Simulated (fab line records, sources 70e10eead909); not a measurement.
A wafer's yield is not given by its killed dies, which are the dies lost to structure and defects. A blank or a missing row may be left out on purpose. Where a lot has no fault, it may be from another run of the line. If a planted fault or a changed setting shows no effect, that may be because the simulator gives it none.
fab line records + flow nandHarc
record:
- lots: 12
- wafers: 36
- lastDay: 34
route steps=1302 shown A_STAIRCASE@733
lots that met no fault: taken from a fault-free run of the same line
startH: hours from the record's opening day to when the first of the lot's shown wafers began + waitH: hours elapsed since this lot's preceding step + " unchanged from the row above + L1.1+2: a row that stands for several wafers + - no value, or no start given + * or withheld: withheld + < > ~ a bound
route shown NAME@n: names a module that has steps shown in the file, with the first one's number in the route + usual: mean and standard deviation over wafers with no fault + same: alike in all rows + chamber/n: place in a boat + sites: readings site by site + _std_site: their standard deviation + _edge_site: outer sites' mean less inner sites' + radiusMm: for every site, how far away it sits from the centre of the wafer + mask NAME#n: copy n + behind: the tool/chamber that last shaped the wafer + hold: why the lot went on hold/how many hours it stayed there/how the hold came to an end + device: names the non-switching transistor (n, p or np) + end of line: tests run on the same wafers once the route is complete + step lacking rows: just its recipe + killed: at the first sort, the dies lost to defects and structure; wafer yield is something else + map: a wafer's dies, marking killed ones x, the rest . and places with no die _
set.NAME: the setting the step ran with; set.NAME@STEP: the setting that earlier step ran with + model.NAME: the simulator's own value behind a step, which no gauge read
the route's steps for a sample of lots (tables are steps, rows are wafers)
services: from which hour (startH, from the record's first day; less than 0 if before it) a tool's chamber was out of use, for how many hours, and why
== steps ==
step: NHARC_A_STAIRCASE_DESCUM_219
recipe:
- timeS: 3
- o2FlowSccm: 200
- arFlowSccm: 0
- biasPowerW: 0
- chemistry: O2
usual:
- drypumpMotorCurrentA: 5.8/0.37
- oesProductAu: 0.998/0.0074
- rfVppV: 57.6/0.92
- showerheadPlenumPTorr: 1.87/0.07
- throttleValvePct: 11.309/0.0097
same:
- timeS: 3
| lot.wafer | tool       | chamber | startH | waitH | drypumpMotorCurrentA | oesProductAu | rfHoursCounterH | rfVppV | showerheadPlenumPTorr | throttleValvePct |
|-----------|------------|---------|--------|-------|----------------------|--------------|-----------------|--------|-----------------------|------------------|
| L114.3    | rieDiel-03 | 3       | 389.92 | -     | 5.5                  | 0.986        | 28              | 57.3   | 1.91                  | 11.313           |
| L114.1    | "          | 0       | "      | "     | 5.8                  | 0.993        | 30              | 57.6   | 1.86                  | 11.315           |
| L114.4    | "          | 1       | "      | "     | 5.4                  | 0.986        | 25              | 58.6   | 1.92                  | 11.313           |
| L115.2    | rieDiel-03 | 1       | 390.20 | -     | 5.4                  | 0.991        | 25              | 56.4   | 1.92                  | 11.299           |
| L115.1    | "          | 2       | "      | "     | 6.1                  | 0.983        | 24              | 58.6   | 1.82                  | 11.292           |
| L115.4    | "          | 3       | "      | "     | 5.6                  | 0.995        | 28              | 56.6   | 1.91                  | 11.290           |
| L116.2    | rieDiel-03 | 0       | 395.58 | -     | 5.8                  | 1.002        | 33              | 58.3   | 1.86                  | 11.303           |
| L116.1    | "          | 2       | "      | "     | 6.0                  | 1.002        | 27              | 57.4   | 1.82                  | 11.320           |
| L116.6    | "          | 0       | "      | "     | 5.8                  | 1.003        | -               | 58.4   | 1.86                  | 11.299           |
| L117.4    | rieDiel-06 | 0       | 399.98 | -     | 5.8                  | 1.015        | 25              | 56.9   | 1.85                  | 11.298           |
| L117.1    | "          | 1       | "      | "     | 6.5                  | 1.004        | 22              | 58.8   | 1.85                  | 11.293           |
| L117.3    | "          | 3       | "      | "     | 5.5                  | 1.006        | 26              | 57.8   | 1.79                  | 11.305           |
| L118.2    | rieDiel-03 | 3       | 407.23 | -     | 5.5                  | 1.004        | 35              | 57.3   | 1.91                  | 11.310           |
| L118.3    | "          | 2       | "      | "     | 6.1                  | 0.989        | 32              | 58.0   | 1.82                  | 11.313           |
| L118.5    | "          | 0       | "      | "     | 5.8                  | 0.999        | -               | 57.4   | 1.86                  | 11.293           |
| L119.3    | rieDiel-06 | 0       | 411.07 | -     | 5.8                  | 0.995        | 30              | 56.2   | 1.85                  | 11.312           |
| L119.4    | "          | 1       | "      | "     | 6.5                  | 0.993        | 27              | 57.9   | 1.85                  | 11.311           |
| L119.6    | "          | 1       | "      | "     | 6.5                  | 1.010        | -               | 57.4   | 1.85                  | 11.317           |
| L128.4    | rieDiel-03 | 0       | 506.35 | -     | 5.8                  | 1.003        | 16              | 57.7   | 1.85                  | 11.306           |
| L128.2    | "          | 1       | "      | "     | 5.4                  | 0.991        | 13              | 58.4   | 1.91                  | 11.328           |
| L128.1    | "          | 2       | "      | "     | 6.0                  | 0.995        | 13              | 56.1   | 1.81                  | 11.308           |
| L133.2    | rieDiel-06 | 1       | 552.14 | -     | 6.5                  | 1.015        | 18              | 57.2   | 1.84                  | 11.314           |
| L133.4    | "          | 2       | "      | "     | 5.8                  | 1.003        | 16              | 57.9   | 1.94                  | 11.329           |
| L133.6    | "          | 1       | "      | "     | 6.5                  | 1.011        | -               | 57.2   | 1.84                  | 11.300           |
| L134.4    | rieDiel-06 | 3       | 552.43 | -     | 5.6                  | 0.998        | 16              | 59.7   | 1.78                  | 11.302           |
| L134.3    | "          | 1       | "      | "     | 6.5                  | 1.002        | 18              | 57.7   | 1.84                  | 11.304           |
| L134.5    | "          | 3       | "      | "     | 5.5                  | 0.998        | -               | 59.3   | 1.78                  | 11.314           |
| L135.1    | rieDiel-06 | 2       | 579.10 | -     | 5.8                  | 0.999        | 24              | 59.1   | 1.94                  | 11.300           |
| L135.2    | "          | 0       | "      | "     | 5.8                  | 1.001        | 21              | 56.8   | 1.83                  | 11.318           |
| L135.5    | "          | 3       | "      | "     | 5.6                  | 0.997        | -               | 57.6   | 1.77                  | 11.313           |
| L136.1    | rieDiel-06 | 0       | 588.46 | -     | 5.8                  | 0.997        | 24              | 56.9   | 1.83                  | 11.308           |
| L136.3    | "          | 3       | "      | "     | 5.5                  | 0.999        | 26              | 57.1   | 1.77                  | 11.327           |
| L136.5    | "          | 1       | "      | "     | 6.4                  | 0.979        | -               | 57.2   | 1.83                  | 11.291           |
| L137.3    | rieDiel-06 | 3       | 593.47 | -     | 5.5                  | 1.012        | 28              | 56.9   | 1.77                  | 11.307           |
| L137.2    | "          | 2       | "      | "     | 5.8                  | 0.994        | 30              | 58.0   | 1.94                  | 11.313           |
| L137.6    | "          | 0       | "      | "     | 5.8                  | 0.991        | -               | 58.0   | 1.83                  | 11.307           |
step: NHARC_A_STAIRCASE_TRIM_220
recipe:
- timeS: 211.2
- o2FlowSccm: 500
- arFlowSccm: 0
- biasW: 0
- chemistry: O2
usual:
- drypumpMotorCurrentA: 5.8/0.36
- oesProductAu: 0.997/0.0077
- rfVppV: 57.6/0.86
- showerheadPlenumPTorr: 3.44/0.12
- throttleValvePct: 17.037/0.0086
same:
- timeS: 211.2
| lot.wafer | tool       | chamber | startH | waitH | drypumpMotorCurrentA | oesProductAu | rfHoursCounterH | rfVppV | showerheadPlenumPTorr | throttleValvePct |
|-----------|------------|---------|--------|-------|----------------------|--------------|-----------------|--------|-----------------------|------------------|
| L114.3    | rieDiel-03 | 3       | 389.99 | 0.1   | 5.5                  | 1.003        | 28              | 59.2   | 3.52                  | 17.040           |
| L114.1    | "          | 0       | "      | "     | 5.8                  | 1.010        | 30              | 56.6   | 3.44                  | 17.028           |
| L114.4    | "          | 2       | "      | "     | 6.1                  | 1.001        | 24              | 57.5   | 3.37                  | 17.043           |
| L115.2    | rieDiel-03 | 2       | 390.34 | 0.1   | 6.1                  | 1.002        | 24              | 57.9   | 3.37                  | 17.033           |
| L115.1    | "          | 3       | "      | "     | 5.6                  | 0.995        | 28              | 58.8   | 3.52                  | 17.022           |
| L115.4    | "          | 0       | "      | "     | 5.8                  | 0.996        | 30              | 58.0   | 3.44                  | 17.058           |
| L116.1    | rieDiel-03 | 2       | 395.66 | 0.1   | 6.1                  | 0.991        | 27              | 55.8   | 3.37                  | 17.035           |
| L116.2    | "          | 0       | "      | "     | 5.8                  | 1.000        | 33              | 58.9   | 3.44                  | 17.034           |
| L116.6    | "          | 2       | "      | "     | 6.0                  | 0.999        | -               | 57.1   | 3.37                  | 17.018           |
| L117.1    | rieDiel-06 | 3       | 400.12 | 0.1   | 5.5                  | 1.001        | 26              | 56.4   | 3.32                  | 17.037           |
| L117.3    | "          | 0       | "      | "     | 5.8                  | 0.995        | 25              | 56.4   | 3.42                  | 17.043           |
| L117.4    | "          | 2       | "      | "     | 5.8                  | 0.999        | 23              | 57.4   | 3.60                  | 17.028           |
| L118.2    | rieDiel-03 | 0       | 407.34 | 0.1   | 5.8                  | 1.003        | 37              | 57.0   | 3.43                  | 17.027           |
| L118.3    | "          | 1       | "      | "     | 5.4                  | 0.989        | 33              | 59.5   | 3.53                  | 17.047           |
| L118.5    | "          | 1       | "      | "     | 5.4                  | 0.996        | -               | 57.1   | 3.53                  | 17.025           |
| L119.3    | rieDiel-06 | 2       | 411.19 | 0.1   | 5.8                  | 0.994        | 28              | 57.6   | 3.60                  | 17.039           |
| L119.4    | "          | 3       | "      | "     | 5.5                  | 1.002        | 31              | 57.0   | 3.32                  | 17.037           |
| L119.6    | "          | 0       | "      | "     | 5.8                  | 1.005        | -               | 59.1   | 3.41                  | 17.046           |
| L128.2    | rieDiel-03 | 3       | 506.44 | 0.1   | 5.5                  | 0.990        | 16              | 57.1   | 3.50                  | 17.031           |
| L128.4    | "          | 1       | "      | "     | 5.4                  | 0.993        | 13              | 57.4   | 3.51                  | 17.043           |
| L128.1    | "          | 2       | "      | "     | 6.1                  | 0.988        | 13              | 56.2   | 3.35                  | 17.040           |
| L133.2    | rieDiel-06 | 2       | 552.23 | 0.1   | 5.8                  | 0.986        | 16              | 57.7   | 3.57                  | 17.022           |
| L133.4    | "          | 1       | "      | "     | 6.5                  | 0.993        | 18              | 57.0   | 3.40                  | 17.018           |
| L133.6    | "          | 3       | "      | "     | 5.5                  | 0.990        | -               | 58.7   | 3.29                  | 17.029           |
| L134.4    | rieDiel-06 | 3       | 552.56 | 0.1   | 5.5                  | 0.995        | 16              | 57.8   | 3.29                  | 17.031           |
| L134.3    | "          | 1       | "      | "     | 6.5                  | 0.993        | 18              | 57.6   | 3.40                  | 17.047           |
| L134.5    | "          | 3       | "      | "     | 5.6                  | 1.002        | -               | 56.9   | 3.29                  | 17.042           |
| L135.1    | rieDiel-06 | 3       | 579.18 | 0.1   | 5.5                  | 0.997        | 23              | 55.6   | 3.29                  | 17.047           |
| L135.2    | "          | 1       | "      | "     | 6.5                  | 0.989        | 26              | 55.7   | 3.39                  | 17.025           |
| L135.5    | "          | 3       | "      | "     | 5.5                  | 1.004        | -               | 57.8   | 3.29                  | 17.051           |
| L136.3    | rieDiel-06 | 2       | 588.54 | 0.1   | 5.8                  | 0.991        | 27              | 59.0   | 3.57                  | 17.040           |
| L136.1    | "          | 3       | "      | "     | 5.5                  | 1.004        | 26              | 57.4   | 3.29                  | 17.034           |
| L136.5    | "          | 2       | "      | "     | 5.8                  | 1.005        | -               | 58.9   | 3.57                  | 17.037           |
| L137.3    | rieDiel-06 | 3       | 593.58 | 0.1   | 5.5                  | 1.006        | 28              | 55.5   | 3.29                  | 17.039           |
| L137.2    | "          | 0       | "      | "     | 5.8                  | 0.983        | 26              | 58.8   | 3.38                  | 17.034           |
| L137.6    | "          | 1       | "      | "     | 6.5                  | 0.998        | -               | 58.0   | 3.39                  | 17.034           |
step: NHARC_A_STAIRCASE_TRIM_224
recipe:
- timeS: 211.2
- o2FlowSccm: 500
- arFlowSccm: 0
- biasW: 0
- chemistry: O2
usual:
- drypumpMotorCurrentA: 5.8/0.37
- oesProductAu: 0.998/0.0072
- rfVppV: 57.7/0.9
- showerheadPlenumPTorr: 3.44/0.12
- throttleValvePct: 17.037/0.0091
same:
- timeS: 211.2
| lot.wafer | tool       | chamber | startH | waitH | drypumpMotorCurrentA | oesProductAu | rfHoursCounterH | rfVppV | showerheadPlenumPTorr | throttleValvePct |
|-----------|------------|---------|--------|-------|----------------------|--------------|-----------------|--------|-----------------------|------------------|
| L114.1    | rieDiel-03 | 3       | 390.51 | -     | 5.5                  | 0.997        | 28              | 59.1   | 3.52                  | 17.034           |
| L114.4    | "          | 1       | "      | "     | 5.5                  | 0.996        | 25              | 58.0   | 3.53                  | 17.025           |
| L114.3    | "          | 2       | "      | "     | 6.0                  | 0.994        | 25              | 57.0   | 3.37                  | 17.045           |
| L115.2    | rieDiel-03 | 3       | 390.96 | -     | 5.5                  | 0.988        | 29              | 59.0   | 3.52                  | 17.036           |
| L115.1    | "          | 1       | "      | "     | 5.4                  | 0.990        | 26              | 58.1   | 3.53                  | 17.033           |
| L115.4    | "          | 2       | "      | "     | 6.1                  | 0.989        | 25              | 58.1   | 3.37                  | 17.039           |
| L116.2    | rieDiel-03 | 1       | 396.12 | -     | 5.4                  | 1.010        | 28              | 58.3   | 3.53                  | 17.029           |
| L116.1    | "          | 0       | "      | "     | 5.8                  | 0.999        | 33              | 58.7   | 3.44                  | 17.039           |
| L116.6    | "          | 1       | "      | "     | 5.4                  | 0.998        | -               | 58.4   | 3.53                  | 17.016           |
| L117.4    | rieDiel-06 | 2       | 400.67 | -     | 5.8                  | 1.004        | 24              | 58.2   | 3.60                  | 17.046           |
| L117.1    | "          | 3       | "      | "     | 5.5                  | 1.000        | 26              | 57.5   | 3.32                  | 17.035           |
| L117.3    | "          | 0       | "      | "     | 5.8                  | 1.005        | 25              | 58.4   | 3.42                  | 17.037           |
| L118.3    | rieDiel-03 | 3       | 408.54 | -     | 5.5                  | 0.995        | 36              | 59.6   | 3.52                  | 17.036           |
| L118.2    | "          | 0       | "      | "     | 5.8                  | 0.987        | 38              | 57.5   | 3.43                  | 17.033           |
| L118.5    | "          | 0       | "      | "     | 5.8                  | 0.993        | -               | 57.4   | 3.43                  | 17.048           |
| L119.4    | rieDiel-06 | 2       | 411.99 | -     | 5.8                  | 0.995        | 29              | 57.8   | 3.60                  | 17.055           |
| L119.3    | "          | 3       | "      | "     | 5.5                  | 0.997        | 32              | 56.2   | 3.32                  | 17.058           |
| L119.6    | "          | 1       | "      | "     | 6.5                  | 1.005        | -               | 57.7   | 3.42                  | 17.049           |
| L128.1    | rieDiel-03 | 2       | 506.90 | -     | 6.1                  | 0.985        | 13              | 58.0   | 3.35                  | 17.027           |
| L128.4    | "          | 0       | "      | "     | 5.8                  | 1.189        | 17              | 56.6   | 3.42                  | 17.034           |
| L128.2    | "          | 1       | "      | "     | 5.4                  | 0.989        | 14              | 57.9   | 3.51                  | 17.020           |
| L133.2    | rieDiel-06 | 1       | 552.75 | -     | 6.5                  | 0.991        | 18              | 57.6   | 3.40                  | 17.047           |
| L133.4    | "          | 0       | "      | "     | 5.8                  | 0.996        | 14              | 56.8   | 3.39                  | 17.050           |
| L133.6    | "          | 2       | "      | "     | 5.8                  | 0.994        | -               | 58.1   | 3.57                  | 17.039           |
| L134.3    | rieDiel-06 | 3       | 553.10 | -     | 5.5                  | 0.999        | 16              | 55.7   | 3.29                  | 17.029           |
| L134.4    | "          | 1       | "      | "     | 6.5                  | 1.007        | 18              | 57.9   | 3.40                  | 17.037           |
| L134.5    | "          | 0       | "      | "     | 5.8                  | 0.989        | -               | 57.3   | 3.39                  | 17.041           |
| L135.1    | rieDiel-06 | 2       | 579.69 | -     | 5.8                  | 0.995        | 24              | 59.4   | 3.57                  | 17.037           |
| L135.2    | "          | 3       | "      | "     | 5.5                  | 1.007        | 23              | 56.7   | 3.29                  | 17.038           |
| L135.5    | "          | 1       | "      | "     | 6.5                  | 0.997        | -               | 57.2   | 3.39                  | 17.019           |
| L136.1    | rieDiel-06 | 0       | 589.03 | -     | 5.8                  | 0.996        | 24              | 57.3   | 3.39                  | 17.007           |
| L136.3    | "          | 1       | "      | "     | 6.5                  | 1.007        | 30              | 56.8   | 3.39                  | 17.041           |
| L136.5    | "          | 3       | "      | "     | 5.6                  | 1.005        | -               | 57.9   | 3.29                  | 17.036           |
| L137.2    | rieDiel-06 | 2       | 594.48 | -     | 5.8                  | 0.989        | 30              | 58.7   | 3.57                  | 17.040           |
| L137.3    | "          | 3       | "      | "     | 5.5                  | 1.003        | 28              | 58.1   | 3.29                  | 17.049           |
| L137.6    | "          | 2       | "      | "     | 5.8                  | 0.999        | -               | 57.8   | 3.57                  | 17.046           |
step: NHARC_A_STAIRCASE_ETCH_230
recipe:
- targetDepthA: 1000
- timeS: 40.5
- ionEnergyEv: 400
- c4f8FlowSccm: 20
- o2FlowSccm: 10
- arFlowSccm: withheld
- rfW: 600
- biasW: 1000
- chemistry: C4F8/O2
usual:
- oesProductAu: 0.947/0.016
- rfVppV: 893/4.6
same:
- timeS: 40.5
| lot.wafer | tool       | chamber | startH | waitH | oesProductAu | rfHoursCounterH | rfVppV |
|-----------|------------|---------|--------|-------|--------------|-----------------|--------|
| L114.1    | rieDiel-03 | 1       | -      | -     | 0.925        | 26              | 896    |
| L114.3    | "          | 2       | "      | "     | 0.927        | 25              | 891    |
| L114.4    | "          | 3       | "      | "     | 0.918        | 29              | 897    |
| L115.4    | rieDiel-03 | 0       | -      | -     | 0.928        | 32              | 891    |
| L115.2    | "          | 2       | "      | "     | 0.930        | 26              | 890    |
| L115.1    | "          | 3       | "      | "     | 0.942        | 30              | 895    |
| L116.1    | rieDiel-03 | 3       | -      | -     | 0.948        | 32              | 895    |
| L116.2    | "          | 0       | "      | "     | 0.945        | 33              | 893    |
| L116.6    | "          | 1       | "      | "     | 0.945        | -               | 897    |
| L117.3    | rieDiel-05 | 1       | -      | -     | 0.959        | 51              | 905    |
| L117.1    | "          | 2       | "      | "     | 0.960        | 47              | 888    |
| L117.4    | "          | 3       | "      | "     | 0.941        | 52              | 888    |
| L118.3    | rieDiel-03 | 3       | -      | -     | 0.942        | 37              | 895    |
| L118.2    | "          | 0       | "      | "     | 0.949        | 39              | 893    |
| L118.5    | "          | 3       | "      | "     | 0.935        | -               | 896    |
| L119.3    | rieDiel-06 | 0       | -      | -     | 0.930        | 31              | 892    |
| L119.4    | "          | 3       | "      | "     | 0.940        | 32              | 887    |
| L119.6    | "          | 1       | "      | "     | 0.948        | -               | 893    |
| L128.4    | rieDiel-06 | 1       | -      | -     | 0.969        | 3               | 891    |
| L128.1    | "          | 3       | "      | "     | 0.954        | 3               | 889    |
| L128.2    | "          | 0       | "      | "     | 0.950        | 3               | 892    |
| L133.4    | rieDiel-05 | 3       | -      | -     | 0.983        | 58              | 886    |
| L133.2    | "          | 1       | "      | "     | 0.979        | 47              | 905    |
| L133.6    | "          | 3       | "      | "     | 0.969        | -               | 887    |
| L134.3    | rieDiel-06 | 3       | -      | -     | 0.947        | 17              | 888    |
| L134.4    | "          | 1       | "      | "     | 0.950        | 19              | 892    |
| L134.5    | "          | 2       | "      | "     | 0.927        | -               | 897    |
| L135.2    | rieDiel-03 | 0       | -      | -     | 0.985        | 35              | 892    |
| L135.1    | "          | 3       | "      | "     | 0.976        | 36              | 893    |
| L135.5    | "          | 1       | "      | "     | 0.952        | -               | 895    |
| L136.1    | rieDiel-03 | 3       | -      | -     | 0.941        | 39              | 895    |
| L136.3    | "          | 0       | "      | "     | 0.947        | 38              | 890    |
| L136.5    | "          | 3       | "      | "     | 0.942        | -               | 894    |
| L137.3    | rieDiel-06 | 2       | -      | -     | 0.923        | 30              | 896    |
| L137.2    | "          | 0       | "      | "     | 0.936        | 26              | 892    |
| L137.6    | "          | 2       | "      | "     | 0.928        | -               | 896    |
== services ==
| tool       | chamber | startH | hours | kind   |
|------------|---------|--------|-------|--------|
| rieDiel-06 | 1       | 377.40 | 2.7   | repair |
| rieDiel-06 | 0       | 389.25 | -     | clean  |
| rieDiel-06 | 1       | 389.25 | -     | clean  |
| rieDiel-06 | 2       | 389.25 | -     | clean  |
| rieDiel-06 | 3       | 389.25 | -     | clean  |
| rieDiel-05 | -       | 406.68 | 9.0   | pm     |
| rieDiel-06 | 0       | 413.75 | -     | clean  |
| rieDiel-06 | 1       | 413.75 | -     | clean  |
| rieDiel-06 | 2       | 413.75 | -     | clean  |
| rieDiel-06 | 3       | 413.75 | -     | clean  |
| rieDiel-05 | 3       | 422.64 | 4.2   | repair |
| rieDiel-06 | 0       | 438.25 | -     | clean  |
| rieDiel-06 | 1       | 438.25 | -     | clean  |
| rieDiel-06 | 2       | 438.25 | -     | clean  |
| rieDiel-03 | -       | 458.40 | 9.0   | pm     |
| rieDiel-06 | 1       | 464.95 | 9.0   | repair |
| rieDiel-06 | -       | 484.27 | 9.0   | pm     |
| rieDiel-03 | 2       | 507.49 | 8.3   | repair |
| rieDiel-03 | 3       | 511.72 | 7.1   | repair |
| rieDiel-06 | 0       | 512.20 | 5.7   | repair |
| rieDiel-06 | -       | 545.51 | 0.6   | repair |
| rieDiel-03 | 0       | 553.36 | 10.5  | repair |
| rieDiel-03 | 3       | 575.73 | 3.7   | repair |
| rieDiel-05 | -       | 583.68 | 9.0   | pm     |
== key ==
firstSign:
- step: NHARC_A_STAIRCASE_TRIM_224
- reading: oesProductAu
- direction: up
- sigmas: 27
- usual: 0.998
- struck: 1.189
effect none on later readings
metAt NHARC_A_STAIRCASE_TRIM_224
struckLots L128
struckWafers L128.4
laterRowsLeftOut L128.4
sortLeftOut L128.4
testerLeftOut L128
notActingAt NHARC_A_STAIRCASE_DESCUM_219,NHARC_A_STAIRCASE_TRIM_220,NHARC_A_STAIRCASE_ETCH_230
onsetBetween 408.54 506.90
fault:
- kind: processParameterDrift
- tool: rieDiel-03
- chamber: 0
- onsetH: 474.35
- steps: NHARC_A_STAIRCASE_TRIM_224
- channel: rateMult
- offset: 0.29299
- shape: step
- endH: 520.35
testerLeftOut: of these lots the tester's yield and bins aren't shown, on N5 and GAA mostly nor the transistor test; their killed dies are dies lost to structure and defects alone, not to doping, threshold or leakage, so they don't give the yield
sortLeftOut: the simulated sort isn't trusted on such a fault, so these wafers' sort isn't shown, and their yield isn't known
laterRowsLeftOut: the simulator's readings of these wafers behind a module that went badly wrong aren't trusted and aren't shown, but for the sort
